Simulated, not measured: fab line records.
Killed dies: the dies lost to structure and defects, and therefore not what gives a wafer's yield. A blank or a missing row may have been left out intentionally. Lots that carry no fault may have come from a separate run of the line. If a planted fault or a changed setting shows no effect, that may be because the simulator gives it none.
Split-lot study + flow n5Finfet + 39 wafers read from 7 lots, route of 1938 steps

## ON THE SPLIT
At N5_BEOL_M2_TRENCH_ETCH_37 (etches SiOC in C4F6/O2, target depth 55.555 nm, time 29.2 s), the setting timeS was moved away from the recipe's 29.2 s on 15 of the 39 wafers read, by -28.3% to +47.7%. The other wafers ran this setting at the recipe's value.

## FROM THE SPLIT TO THE READING: what the file shows between them, 2 steps
- N5_BEOL_M2_ETCH_41: etches SiCN in CH3F/O2, target depth 29.9 nm, time 52.5 s
- N5_BEOL_M2_STRIP_97: strips in N2/H2, time 10 s

## THE READING
trenchDepthNm, in nm, at N5_BEOL_M2_OCD_MEAS_38. On this fab line, fault-free wafers typically give 55.1 nm with a standard deviation of 0.69 nm.

| wafer  | tool, chamber at the split | timeS as run, s | against the recipe | trenchDepthNm, nm | against lot-mates on the recipe |
|--------|----------------------------|-----------------|--------------------|-------------------|---------------------------------|
| L079.1 | rieDiel-05, 2              | 29.2            | recipe             | 54.3              | -                               |
| L079.2 | rieDiel-05, 3              | 36.94           | +26.5%             | 69.9              | +14.7                           |
| L079.3 | rieDiel-05, 2              | 36.94           | +26.5%             | 69.2              | +14.0                           |
| L079.4 | rieDiel-05, 3              | 29.2            | recipe             | 55.9              | -                               |
| L079.5 | rieDiel-05, 2              | 29.2            | recipe             | 55.3              | -                               |
| L079.6 | rieDiel-05, 3              | 36.94           | +26.5%             | 70.0              | +14.8                           |
| L084.1 | rieDiel-04, 0              | 35.64           | +22.1%             | 67.0              | +11.0                           |
| L084.2 | rieDiel-04, 2              | 29.2            | recipe             | 56.2              | -                               |
| L084.3 | rieDiel-04, 1              | 29.2            | recipe             | 56.1              | -                               |
| L084.4 | rieDiel-04, 3              | 35.64           | +22.1%             | 68.1              | +12.1                           |
| L084.5 | rieDiel-04, 1              | 29.2            | recipe             | 55.8              | -                               |
| L084.6 | rieDiel-04, 2              | 35.64           | +22.1%             | 68.5              | +12.5                           |
| L088.1 | rieDiel-05, 3              | 20.93           | -28.3%             | 39.3              | -15.7                           |
| L088.2 | rieDiel-05, 0              | 29.2            | recipe             | 54.0              | -                               |
| L088.3 | rieDiel-05, 2              | 20.93           | -28.3%             | 38.7              | -16.3                           |
| L088.4 | rieDiel-05, 1              | 29.2            | recipe             | 55.5              | -                               |
| L088.5 | rieDiel-05, 1              | 29.2            | recipe             | 55.5              | -                               |
| L088.6 | rieDiel-05, 0              | 20.93           | -28.3%             | 39.0              | -16.0                           |
| L089.1 | rieDiel-04, 3              | 29.2            | recipe             | 55.1              | -                               |
| L089.2 | rieDiel-04, 2              | 29.2            | recipe             | 56.0              | -                               |
| L089.3 | rieDiel-04, 1              | 29.2            | recipe             | 55.4              | -                               |
| L089.4 | rieDiel-04, 2              | 29.2            | recipe             | 56.0              | -                               |
| L089.5 | rieDiel-04, 3              | 29.2            | recipe             | 54.2              | -                               |
| L089.6 | rieDiel-04, 1              | 29.2            | recipe             | 56.1              | -                               |
| L092.1 | rieDiel-05, 1              | 24.16           | -17.3%             | 45.9              | -7.9                            |
| L092.2 | rieDiel-05, 0              | 29.2            | recipe             | 54.3              | -                               |
| L092.3 | rieDiel-05, 3              | 29.2            | recipe             | 54.4              | -                               |
| L092.4 | rieDiel-05, 2              | 24.16           | -17.3%             | 44.2              | -9.6                            |
| L092.5 | rieDiel-05, 2              | 29.2            | recipe             | 52.8              | -                               |
| L092.6 | rieDiel-05, 3              | 24.16           | -17.3%             | 44.9              | -8.9                            |
| L094.1 | rieDiel-01, 2              | 29.2            | recipe             | 55.1              | -                               |
| L094.4 | rieDiel-01, 1              | 29.2            | recipe             | 55.6              | -                               |
| L094.6 | rieDiel-01, 1              | 29.2            | recipe             | 55.6              | -                               |
| L096.1 | rieDiel-01, 1              | 29.2            | recipe             | 55.4              | -                               |
| L096.2 | rieDiel-01, 2              | 43.14           | +47.7%             | 79.7              | +24.2                           |
| L096.3 | rieDiel-01, 0              | 29.2            | recipe             | 55.7              | -                               |
| L096.4 | rieDiel-01, 3              | 43.14           | +47.7%             | 81.5              | +26.0                           |
| L096.5 | rieDiel-01, 0              | 29.2            | recipe             | 55.5              | -                               |
| L096.6 | rieDiel-01, 3              | 43.14           | +47.7%             | 81.4              | +25.9                           |

THE FIT
A straight line over all 39 wafers: trenchDepthNm changes by +0.554 nm for each +1% of timeS; r = +1.00; the points scatter about the line by 0.83 nm.
The same after taking each lot's own level away (the mean of its wafers on the recipe; 39 wafers): +0.539 nm for each +1%; r = +1.00; scatter 0.65 nm.
The reading moves by 26 nm for the largest change in timeS, on that fit.
Measured against the standard deviation above, the lots' own levels, which go from 53.83 to 56.03 nm, span 3.2 times it.
Consequently the slope shifts little with the lot-to-lot level, the two slopes agreeing.
Check: with one of the wafers moved furthest among these (+47.7%) left out of the fit, the line predicts +26 nm for it against its lot-mates. Against them it came out at +24.2 nm.

## OTHER SPLITS ON THESE WAFERS
Note: prior to the reading, these wafers also went through further splits. Each is held against what the fit with the lots' levels taken away leaves over:
| other split on the same wafers            | wafers away from the commonest value | r with trenchDepthNm (lot level and that fit taken away) |
|-------------------------------------------|--------------------------------------|----------------------------------------------------------|
| N5_ZERO_LAYER_PECVD_02 timeS              | 6                                    | -0.03                                                    |
| N5_FIN_SAQP_SPACER1_ALD_24 aldCycles      | 15                                   | -0.04                                                    |
| N5_HKMG_FIN_ETCH_32 targetDepthA          | 15                                   | -0.10                                                    |
| N5_MOL_CONTACT_COAG_ETCH_106 targetDepthA | 12                                   | -0.03                                                    |
| N5_BEOL_M0_SAQP_CUT_ETCH_46 targetDepthA  | 15                                   | +0.09                                                    |

## THE WHOLE CHAIN: every reading that the file lists as answering this split, in the file's order
| step                      | what it does                                                | reading                                                                         | change (the file's fit)                | r (the file's) |
|---------------------------|-------------------------------------------------------------|---------------------------------------------------------------------------------|----------------------------------------|----------------|
| N5_BEOL_M2_TRENCH_ETCH_37 | etches SiOC in C4F6/O2, target depth 55.555 nm, time 29.2 s | BEOL_M2.featureDepthNm (the simulator's own value, which no gauge read)         | +0.537 nm for each +1% of the setting  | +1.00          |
| N5_BEOL_M2_TRENCH_ETCH_37 | etches SiOC in C4F6/O2, target depth 55.555 nm, time 29.2 s | etch.depthNm (the simulator's own value, which no gauge read)                   | +0.537 nm for each +1% of the setting  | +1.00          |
| N5_BEOL_M2_TRENCH_ETCH_37 | etches SiOC in C4F6/O2, target depth 55.555 nm, time 29.2 s | TiN_of_BEOL_M2_HM_DEP_02.thkNm (the simulator's own value, which no gauge read) | -0.0229 nm for each +1% of the setting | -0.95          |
| N5_BEOL_M2_OCD_MEAS_38    |                                                             | trenchDepthNm                                                                   | +0.539 nm for each +1% of the setting  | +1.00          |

## THE FILE'S OWN FIT
trenchDepthNm changes by +0.539 nm for each +1% of timeS, r = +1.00.
